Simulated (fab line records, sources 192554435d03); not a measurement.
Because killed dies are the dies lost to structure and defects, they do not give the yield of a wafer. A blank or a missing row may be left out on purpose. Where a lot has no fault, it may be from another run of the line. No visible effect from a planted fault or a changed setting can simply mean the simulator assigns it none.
A struck lot beside a sound one / flow n5-finfet / 16 steps out of a route of 1938
Sound: the wafers L136.1, L136.2, L136.6. Struck: wafer L146.5 (L146.3, L146.4, from the same lot, were not struck and are left out); the cause is given at the end.
For every step that has rows: the tool of each side, followed by ch and its chambers, followed by its first start. Under that, the readings that differ: sound wafers / struck wafers / difference of the means / sigmas: that difference in standard deviations of wafers without a fault.
alike: same words and numbers on both sides, and readings whose means sit less than 2 such deviations apart. not compared: any withheld reading, any reading some wafer has no value for, any bound like >300 that may hide the same value, and any number with overlapping values for which the record gives no deviation.
A row with sigmas, a row that says differs or no value, or rows on one side alone: a step with any of these is where the two part. Numbers that have no deviation but don't overlap get no sigmas and don't part them. A reading missing from all wafers of one side parts the sides only when that side holds two or more wafers.

first, 6 steps without rows for these wafers: N5_BEOL_M4_COAT_22 (resist thk 30 nm); N5_BEOL_M4_EBR_24; N5_BEOL_M4_SOFTBAKE_23 (time 60 s); N5_BEOL_M4_EXPOSE_25 (exposes mask V3, defocus 5 nm); N5_BEOL_M4_PEB_26 (peb time 60 s); N5_BEOL_M4_DEVELOP_27 (develop time 30 s).
N5_BEOL_M4_CD_MEAS_28: target cd 26.2 nm, target cd y 24.1 nm.
  sound on cd-sem-02 ch 0, day 7 16:10; struck on cd-sem-01 ch 0, day 10 04:06
  alike: cd-nm
N5_BEOL_M4_OVL_MEAS_29:
  sound on overlay-01 ch 0, day 7 16:12; struck on overlay-02 ch 0, day 10 04:08
  alike: V3_OVL
N5_BEOL_M4_INSPECT_30: inspects for defects (brightfield).
  sound: defect-inspect-01 at day 7 16:16; struck: defect-inspect-01 at day 10 04:11
  alike: raw-defect-count
N5_BEOL_M4_DESCUM_33: chemistry O2, time 7 s.
  sound on rie-diel-01 ch 2,3, day 7 16:31; struck on rie-diel-01 ch 3, day 10 04:13
  alike: drypump-motor-current-A, oes-product-au, rf-fwd-power-W, rf-vpp-V, showerhead-plenum-p-Torr, throttle-valve-pct
  not compared: rf-hours-counter-h
N5_BEOL_M4_ETCH_77: etches underlayer in N2/H2, target depth 6.5 nm, time 5.2 s.
  sound on rie-diel-01 ch 2,3, day 7 16:32; struck on rie-diel-01 ch 3, day 10 04:16
  alike: drypump-motor-current-A, etch-rf-on-time-s, oes-product-au, rf-fwd-power-W, rf-vpp-V, showerhead-plenum-p-Torr, throttle-valve-pct
  not compared: rf-hours-counter-h
N5_BEOL_M4_ETCH_69: etches SiARC in CF4, target depth 15.6 nm, time 26 s.
  sound on rie-diel-01 ch 2,3, day 7 16:34; struck on rie-diel-01 ch 3, day 10 04:16
  alike: drypump-motor-current-A, etch-rf-on-time-s, mfc-ar-sccm, oes-product-au, rf-fwd-power-W, rf-vpp-V, showerhead-plenum-p-Torr, throttle-valve-pct
  not compared: rf-hours-counter-h
N5_BEOL_M4_ALD_98: deposits SiO2, target thk 2.5 nm, pulse time 1 s, co reactant pulse time 1 s.
  sound on ald-sin-01 ch 0,1, day 7 16:38; struck on ald-sin-02 ch 3, day 10 04:22
reading=ald-cycles; sound=17 17 17; struck=21; difference=+4; sigmas=
reading=model.SiO2_of_BEOL_M4_ALD_98.thk-nm (nm); sound=2.6 2.4 2.6; struck=3; difference=+0; sigmas=
  alike: heater-power-w, precursor-pulse-height-rel
N5_BEOL_M4_ETCHBACK_99: etches SiO2 in CHF3, target depth 5 nm, time 10.4 s.
  sound on rie-diel-04 ch 0,1, day 7 18:46; struck on rie-diel-01 ch 3, day 10 09:31
  alike: drypump-motor-current-A, mfc-ar-sccm, oes-product-au, rf-fwd-power-W, rf-vpp-V, showerhead-plenum-p-Torr, throttle-valve-pct
  not compared: rf-hours-counter-h
N5_BEOL_M4_RC_MEAS_101:
  sound on prober-01 ch 0, day 7 23:13; struck on prober-02 ch 0, day 10 14:47
reading=DIBL_P (mV/V); sound=30.9 36.6 35.8; struck=41.5; difference=+7.1; sigmas=+2
reading=ION_P (uA/um); sound=447 464 456; struck=476; difference=+20; sigmas=+2
reading=SS_P (mV/dec); sound=71.7 73.5 73.6; struck=75.3; difference=+2.4; sigmas=+3
  alike: DIBL_N, IOFF_N, IOFF_P, ION_N, SS_N, VT_N, VT_P
-- a jump in the record: the struck wafers' starts before and after are 4 days apart (it breaks off in module BEOL_M4 and resumes in module PASSIVATION, where the first step shown is number 1936 of the route) --
N5_PASSIVATION_PROBE_49:
  only the struck wafers here have rows in the record (prober-01, day 14 23:33); the sound ones have none

WHERE THEY PART
First at N5_BEOL_M4_RC_MEAS_101; last, within this record, at N5_PASSIVATION_PROBE_49.

WHY: the cause the simulator had injected
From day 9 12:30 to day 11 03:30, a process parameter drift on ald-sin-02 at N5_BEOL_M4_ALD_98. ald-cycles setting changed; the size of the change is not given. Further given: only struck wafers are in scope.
